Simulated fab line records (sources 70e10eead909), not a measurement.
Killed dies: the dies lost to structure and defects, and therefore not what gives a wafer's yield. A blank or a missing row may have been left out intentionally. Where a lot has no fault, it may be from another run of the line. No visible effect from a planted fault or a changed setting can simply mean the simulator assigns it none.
A single fault, viewed from 2 desks -- flow nandHarc -- each desk holds nothing but its own numbers, with what lay behind them at the end

AT THE METROLOGY DESK
Means of the sampled wafers that have a number, per lot and without regard to the tool the lot ran on: this is what the gauges read. Any lot whose mean is over 4 standard deviations away from the usual mean is out of limits and marked OUT; that distance is given in the brackets.
Columns: A = trenchDepthNm at NHARC_P_STI_OCD_MEAS_43, usual 302 nm; B = trenchFootCdNm at NHARC_P_STI_OCD_MEAS_43, usual 156.3 nm; C = cdNm at NHARC_P_GATE_CD_MEAS_11, usual 1639.3 nm
lot,first seen here,A,B,C
L272,day 2 17:02,300,157.4,1640.8
L271,day 2 17:14,300,152.4,1637.1
L273,day 3 05:03,299,157.1,1638.8
L274,day 3 05:13,306,154.6,1638.3
L275,day 3 13:07,304,158.0,1638.6
L276,day 3 20:25,303,156.6,1641.3
L277,day 4 00:03,299,157.4,1639.2
L279,day 4 14:09,300,157.3,1640.1
L287,day 6 12:52,306,157.2,1638.7
L288,day 6 18:04,304,155.2,1639.1
L289,day 7 01:29,303,155.2,1639.7
L293,day 8 00:17,304,156.6,1640.5
Finding of this desk: none of the 12 lots has anything out of limits.

THE DEFECT DESK
Inspection counts along the route, by lot: the mean over sampled wafers that carry a number. Any lot whose mean is over 4 standard deviations away from the usual mean is out of limits and marked OUT; that distance is given in the brackets.
Columns: A = rawDefectCount at NHARC_P_ZERO_WELL_INSPECT_43, usual 13
lot,first seen here,A
L271,day 1 20:09,16
L272,day 2 01:47,10
L273,day 2 07:30,9
L274,day 2 13:35,16
L275,day 2 19:11,23
L276,day 3 01:43,8
L277,day 3 07:26,9
L279,day 3 20:21,14
L287,day 5 19:38,632 (+99 or more) OUT
L288,day 6 01:25,640 (+99 or more) OUT
L289,day 6 07:26,17
L293,day 7 07:39,9
Finding of this desk: L287, L288 out of limits; the first was L287 at day 5 19:38, on rawDefectCount at NHARC_P_ZERO_WELL_INSPECT_43. In limits: L271, L272, L273, L274, L275, L276, L277, L279, L289, L293.

BROUGHT TOGETHER
The defect desk could have raised an alarm at day 5 19:38, on L287, L288.
Nothing out of limits was seen by the metrology desk.
The metrology desk has L287, L288 on record, within its limits.
NHARC_P_ZERO_WELL_STRIP_56 was run on wetBench-05 by each of the lots named.

WHAT THE SIMULATOR HAD INSERTED
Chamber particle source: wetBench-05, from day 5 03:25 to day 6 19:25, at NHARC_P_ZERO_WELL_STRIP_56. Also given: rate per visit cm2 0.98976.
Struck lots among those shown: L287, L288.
Hours from the fault's start to each desk's first reading out of limits: the defect desk, 16.
